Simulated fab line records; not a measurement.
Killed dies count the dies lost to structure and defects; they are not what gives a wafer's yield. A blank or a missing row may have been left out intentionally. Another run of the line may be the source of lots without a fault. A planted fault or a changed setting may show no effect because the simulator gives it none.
The tool behind it: which one? -- flow nand_harc -- 6 lots with 18 wafers sampled at 3 steps, on a route of 1159 steps

WHAT THE GAUGES SHOWED, per wafer
NHARC_P_GATE_INSPECT_68.
lot,measured,on,raw_defect_count
L965,day 5 15:58,defect_inspect-02,395 371 276
L968,day 6 07:37,defect_inspect-01,341 382 375
L970,day 6 21:28,defect_inspect-02,188 208 281
L972,day 7 12:23,defect_inspect-01,996 983 957
L984,day 10 11:14,defect_inspect-01,166 167 197
L987,day 11 06:17,defect_inspect-02,142 289 200

WHICH TOOL RAN EACH LOT (tool, then ch and the chambers of the sampled wafers, then the start)
lot,NHARC_P_GATE_ETCHBACK_37,NHARC_P_GATE_STRIP_76
L965,"rie_diel-08 ch 0,1,3, day 5 11:48 or earlier","plasma_asher-02 ch 0,1, day 5 11:48"
L968,"rie_diel-08 ch 0,1,3, day 6 03:10 or earlier","plasma_asher-01 ch 1, day 6 03:10"
L970,"rie_diel-10 ch 0,2, day 6 17:11 or earlier","plasma_asher-02 ch 0,1, day 6 17:11"
L972,"rie_diel-08 ch 0,2, day 7 08:28 or earlier","plasma_asher-02 ch 1, day 7 08:28"
L984,"rie_diel-08 ch 0,1,3, day 10 07:20 or earlier","plasma_asher-02 ch 0,1, day 10 07:20"
L987,"rie_diel-11 ch 2,3, day 11 02:05 or earlier","plasma_asher-02 ch 0,1, day 11 02:05"
- NHARC_P_GATE_ETCHBACK_37: etches the open film in CHF3/O2, target depth 34.5 nm, time 17.2 s.
- NHARC_P_GATE_STRIP_76: strips in O2.

THE ANSWER, worked out from the rows above alone
Rule: usual is defined by the lots themselves. The widest of any qualifying gaps counts: lots, ordered by their means at a reading, are off when they make up no more than a third of the lots, leave a main group of 4 or more, and stand apart from it by 3 or more times the standard deviation of that group's means. If all means in a main group match to the digits the tables above print for the reading, that group is not used. Also off: a lot with no number at a reading for which 4 or more lots have one. Where the step has rows for the other lots, those lots are counted as sound.
Off, at NHARC_P_GATE_INSPECT_68 on raw_defect_count: L972. The main group has a mean of 265 with a standard deviation of 77.
A tool fits if, at a process step before that reading, it ran every lot that is off, and no sound lot after the first of them. The gauges at NHARC_P_GATE_INSPECT_68 are tried like those tools. NHARC_P_GATE_ETCHBACK_37 gives no start for some lots, so the hours and the order of its lots are those of NHARC_P_GATE_STRIP_76. Not one of the candidates tried fits.

WHAT HAD BEEN PUT IN BY THE SIMULATOR
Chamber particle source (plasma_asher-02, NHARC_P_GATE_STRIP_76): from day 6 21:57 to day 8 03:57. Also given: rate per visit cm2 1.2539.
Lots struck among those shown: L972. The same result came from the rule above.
